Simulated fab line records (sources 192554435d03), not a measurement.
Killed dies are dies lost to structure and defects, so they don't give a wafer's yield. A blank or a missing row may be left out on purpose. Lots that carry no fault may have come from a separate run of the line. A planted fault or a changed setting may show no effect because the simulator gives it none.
Split-lot trial || flow n5_finfet || 39 wafers read across 7 lots, on a route 1938 steps long

## THE SPLIT ITSELF
At N5_DUMMY_GATE_HM_DEP_06 (deposits SiNx from DCS/NH3, target thk 80 nm, time 5141 s), the setting time_s was moved away from the recipe's 5141 s on 30 of the 39 wafers read, by -7.3% to +14.1%. For the rest of the wafers, this setting stayed at what the recipe calls for.

Reading taken at the split's own step.

## THE READING
SiNx_of_DUMMY_GATE_HM_DEP_06.thk_nm (the simulator's own value, which no gauge read), in nm, at N5_DUMMY_GATE_HM_DEP_06 (deposits SiNx from DCS/NH3, target thk 80 nm, time 5141 s). There is no usual value for it anywhere in the file. The 9 wafers here that ran the recipe average 79.5 nm, standard deviation 0.4 nm.

{"wafer": "L078.1", "tool, chamber at the split": "-, -", "time_s as run, s": 4765, "against the recipe": "-7.3%", "SiNx_of_DUMMY_GATE_HM_DEP_06.thk_nm, nm": 75.6, "against lot-mates on the recipe": "no lot-mate on the recipe"}
{"wafer": "L078.2", "tool, chamber at the split": "-, -", "time_s as run, s": 4765, "against the recipe": "-7.3%", "SiNx_of_DUMMY_GATE_HM_DEP_06.thk_nm, nm": 74.8, "against lot-mates on the recipe": "no lot-mate on the recipe"}
{"wafer": "L078.3", "tool, chamber at the split": "-, -", "time_s as run, s": 4765, "against the recipe": "-7.3%", "SiNx_of_DUMMY_GATE_HM_DEP_06.thk_nm, nm": 75.4, "against lot-mates on the recipe": "no lot-mate on the recipe"}
{"wafer": "L078.4", "tool, chamber at the split": "-, -", "time_s as run, s": 4765, "against the recipe": "-7.3%", "SiNx_of_DUMMY_GATE_HM_DEP_06.thk_nm, nm": 75.2, "against lot-mates on the recipe": "no lot-mate on the recipe"}
{"wafer": "L078.5", "tool, chamber at the split": "-, -", "time_s as run, s": 4765, "against the recipe": "-7.3%", "SiNx_of_DUMMY_GATE_HM_DEP_06.thk_nm, nm": 75.2, "against lot-mates on the recipe": "no lot-mate on the recipe"}
{"wafer": "L078.6", "tool, chamber at the split": "-, -", "time_s as run, s": 4765, "against the recipe": "-7.3%", "SiNx_of_DUMMY_GATE_HM_DEP_06.thk_nm, nm": 74.4, "against lot-mates on the recipe": "no lot-mate on the recipe"}
{"wafer": "L080.1", "tool, chamber at the split": "-, -", "time_s as run, s": 5141, "against the recipe": "recipe", "SiNx_of_DUMMY_GATE_HM_DEP_06.thk_nm, nm": 79.4, "against lot-mates on the recipe": "-"}
{"wafer": "L080.2", "tool, chamber at the split": "-, -", "time_s as run, s": 5141, "against the recipe": "recipe", "SiNx_of_DUMMY_GATE_HM_DEP_06.thk_nm, nm": 79, "against lot-mates on the recipe": "-"}
{"wafer": "L080.3", "tool, chamber at the split": "-, -", "time_s as run, s": 5141, "against the recipe": "recipe", "SiNx_of_DUMMY_GATE_HM_DEP_06.thk_nm, nm": 79, "against lot-mates on the recipe": "-"}
{"wafer": "L080.4", "tool, chamber at the split": "-, -", "time_s as run, s": 5141, "against the recipe": "recipe", "SiNx_of_DUMMY_GATE_HM_DEP_06.thk_nm, nm": 79.2, "against lot-mates on the recipe": "-"}
{"wafer": "L080.5", "tool, chamber at the split": "-, -", "time_s as run, s": 5141, "against the recipe": "recipe", "SiNx_of_DUMMY_GATE_HM_DEP_06.thk_nm, nm": 79.2, "against lot-mates on the recipe": "-"}
{"wafer": "L080.6", "tool, chamber at the split": "-, -", "time_s as run, s": 5141, "against the recipe": "recipe", "SiNx_of_DUMMY_GATE_HM_DEP_06.thk_nm, nm": 79.6, "against lot-mates on the recipe": "-"}
{"wafer": "L081.1", "tool, chamber at the split": "-, -", "time_s as run, s": 4785, "against the recipe": "-6.9%", "SiNx_of_DUMMY_GATE_HM_DEP_06.thk_nm, nm": 74.8, "against lot-mates on the recipe": "no lot-mate on the recipe"}
{"wafer": "L081.4", "tool, chamber at the split": "-, -", "time_s as run, s": 4785, "against the recipe": "-6.9%", "SiNx_of_DUMMY_GATE_HM_DEP_06.thk_nm, nm": 74.8, "against lot-mates on the recipe": "no lot-mate on the recipe"}
{"wafer": "L081.2", "tool, chamber at the split": "-, -", "time_s as run, s": 4785, "against the recipe": "-6.9%", "SiNx_of_DUMMY_GATE_HM_DEP_06.thk_nm, nm": 75, "against lot-mates on the recipe": "no lot-mate on the recipe"}
{"wafer": "L081.3", "tool, chamber at the split": "-, -", "time_s as run, s": 4785, "against the recipe": "-6.9%", "SiNx_of_DUMMY_GATE_HM_DEP_06.thk_nm, nm": 75, "against lot-mates on the recipe": "no lot-mate on the recipe"}
{"wafer": "L081.5", "tool, chamber at the split": "-, -", "time_s as run, s": 4785, "against the recipe": "-6.9%", "SiNx_of_DUMMY_GATE_HM_DEP_06.thk_nm, nm": 75, "against lot-mates on the recipe": "no lot-mate on the recipe"}
{"wafer": "L081.6", "tool, chamber at the split": "-, -", "time_s as run, s": 4785, "against the recipe": "-6.9%", "SiNx_of_DUMMY_GATE_HM_DEP_06.thk_nm, nm": 75, "against lot-mates on the recipe": "no lot-mate on the recipe"}
{"wafer": "L083.1", "tool, chamber at the split": "-, -", "time_s as run, s": 4835, "against the recipe": "-6.0%", "SiNx_of_DUMMY_GATE_HM_DEP_06.thk_nm, nm": 76, "against lot-mates on the recipe": "no lot-mate on the recipe"}
{"wafer": "L083.2", "tool, chamber at the split": "-, -", "time_s as run, s": 4835, "against the recipe": "-6.0%", "SiNx_of_DUMMY_GATE_HM_DEP_06.thk_nm, nm": 74.8, "against lot-mates on the recipe": "no lot-mate on the recipe"}
{"wafer": "L083.3", "tool, chamber at the split": "-, -", "time_s as run, s": 4835, "against the recipe": "-6.0%", "SiNx_of_DUMMY_GATE_HM_DEP_06.thk_nm, nm": 75.4, "against lot-mates on the recipe": "no lot-mate on the recipe"}
{"wafer": "L083.4", "tool, chamber at the split": "-, -", "time_s as run, s": 4835, "against the recipe": "-6.0%", "SiNx_of_DUMMY_GATE_HM_DEP_06.thk_nm, nm": 76.2, "against lot-mates on the recipe": "no lot-mate on the recipe"}
{"wafer": "L083.5", "tool, chamber at the split": "-, -", "time_s as run, s": 4835, "against the recipe": "-6.0%", "SiNx_of_DUMMY_GATE_HM_DEP_06.thk_nm, nm": 75.8, "against lot-mates on the recipe": "no lot-mate on the recipe"}
{"wafer": "L083.6", "tool, chamber at the split": "-, -", "time_s as run, s": 4835, "against the recipe": "-6.0%", "SiNx_of_DUMMY_GATE_HM_DEP_06.thk_nm, nm": 75.8, "against lot-mates on the recipe": "no lot-mate on the recipe"}
{"wafer": "L088.1", "tool, chamber at the split": "lpcvd-02, 0/15", "time_s as run, s": 5141, "against the recipe": "recipe", "SiNx_of_DUMMY_GATE_HM_DEP_06.thk_nm, nm": 80.2, "against lot-mates on the recipe": "-"}
{"wafer": "L088.3", "tool, chamber at the split": "lpcvd-02, 0/25", "time_s as run, s": 5141, "against the recipe": "recipe", "SiNx_of_DUMMY_GATE_HM_DEP_06.thk_nm, nm": 79.6, "against lot-mates on the recipe": "-"}
{"wafer": "L088.4", "tool, chamber at the split": "lpcvd-02, 0/29", "time_s as run, s": 5141, "against the recipe": "recipe", "SiNx_of_DUMMY_GATE_HM_DEP_06.thk_nm, nm": 80, "against lot-mates on the recipe": "-"}
{"wafer": "L089.1", "tool, chamber at the split": "-, -", "time_s as run, s": 5867, "against the recipe": "+14.1%", "SiNx_of_DUMMY_GATE_HM_DEP_06.thk_nm, nm": 91.6, "against lot-mates on the recipe": "no lot-mate on the recipe"}
{"wafer": "L089.3", "tool, chamber at the split": "-, -", "time_s as run, s": 5867, "against the recipe": "+14.1%", "SiNx_of_DUMMY_GATE_HM_DEP_06.thk_nm, nm": 91.6, "against lot-mates on the recipe": "no lot-mate on the recipe"}
{"wafer": "L089.6", "tool, chamber at the split": "-, -", "time_s as run, s": 5867, "against the recipe": "+14.1%", "SiNx_of_DUMMY_GATE_HM_DEP_06.thk_nm, nm": 91.6, "against lot-mates on the recipe": "no lot-mate on the recipe"}
{"wafer": "L089.2", "tool, chamber at the split": "-, -", "time_s as run, s": 5867, "against the recipe": "+14.1%", "SiNx_of_DUMMY_GATE_HM_DEP_06.thk_nm, nm": 91.2, "against lot-mates on the recipe": "no lot-mate on the recipe"}
{"wafer": "L089.4", "tool, chamber at the split": "-, -", "time_s as run, s": 5867, "against the recipe": "+14.1%", "SiNx_of_DUMMY_GATE_HM_DEP_06.thk_nm, nm": 91, "against lot-mates on the recipe": "no lot-mate on the recipe"}
{"wafer": "L089.5", "tool, chamber at the split": "-, -", "time_s as run, s": 5867, "against the recipe": "+14.1%", "SiNx_of_DUMMY_GATE_HM_DEP_06.thk_nm, nm": 92, "against lot-mates on the recipe": "no lot-mate on the recipe"}
{"wafer": "L092.1", "tool, chamber at the split": "-, -", "time_s as run, s": 5832, "against the recipe": "+13.4%", "SiNx_of_DUMMY_GATE_HM_DEP_06.thk_nm, nm": 91.4, "against lot-mates on the recipe": "no lot-mate on the recipe"}
{"wafer": "L092.4", "tool, chamber at the split": "-, -", "time_s as run, s": 5832, "against the recipe": "+13.4%", "SiNx_of_DUMMY_GATE_HM_DEP_06.thk_nm, nm": 91.4, "against lot-mates on the recipe": "no lot-mate on the recipe"}
{"wafer": "L092.2", "tool, chamber at the split": "-, -", "time_s as run, s": 5832, "against the recipe": "+13.4%", "SiNx_of_DUMMY_GATE_HM_DEP_06.thk_nm, nm": 91.2, "against lot-mates on the recipe": "no lot-mate on the recipe"}
{"wafer": "L092.3", "tool, chamber at the split": "-, -", "time_s as run, s": 5832, "against the recipe": "+13.4%", "SiNx_of_DUMMY_GATE_HM_DEP_06.thk_nm, nm": 90.8, "against lot-mates on the recipe": "no lot-mate on the recipe"}
{"wafer": "L092.5", "tool, chamber at the split": "-, -", "time_s as run, s": 5832, "against the recipe": "+13.4%", "SiNx_of_DUMMY_GATE_HM_DEP_06.thk_nm, nm": 91.6, "against lot-mates on the recipe": "no lot-mate on the recipe"}
{"wafer": "L092.6", "tool, chamber at the split": "-, -", "time_s as run, s": 5832, "against the recipe": "+13.4%", "SiNx_of_DUMMY_GATE_HM_DEP_06.thk_nm, nm": 91, "against lot-mates on the recipe": "no lot-mate on the recipe"}

THE FIT
A straight line over all 39 wafers: SiNx_of_DUMMY_GATE_HM_DEP_06.thk_nm changes by +0.789 nm for each +1% of time_s; r = +1.00; the points scatter about the line by 0.61 nm.
Too few moved wafers have a lot-mate on the recipe to fit a line with each lot's own level taken away.

## THE FILE'S OWN FIT
SiNx_of_DUMMY_GATE_HM_DEP_06.thk_nm changes by +0.789 nm for each +1% of time_s, r = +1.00.
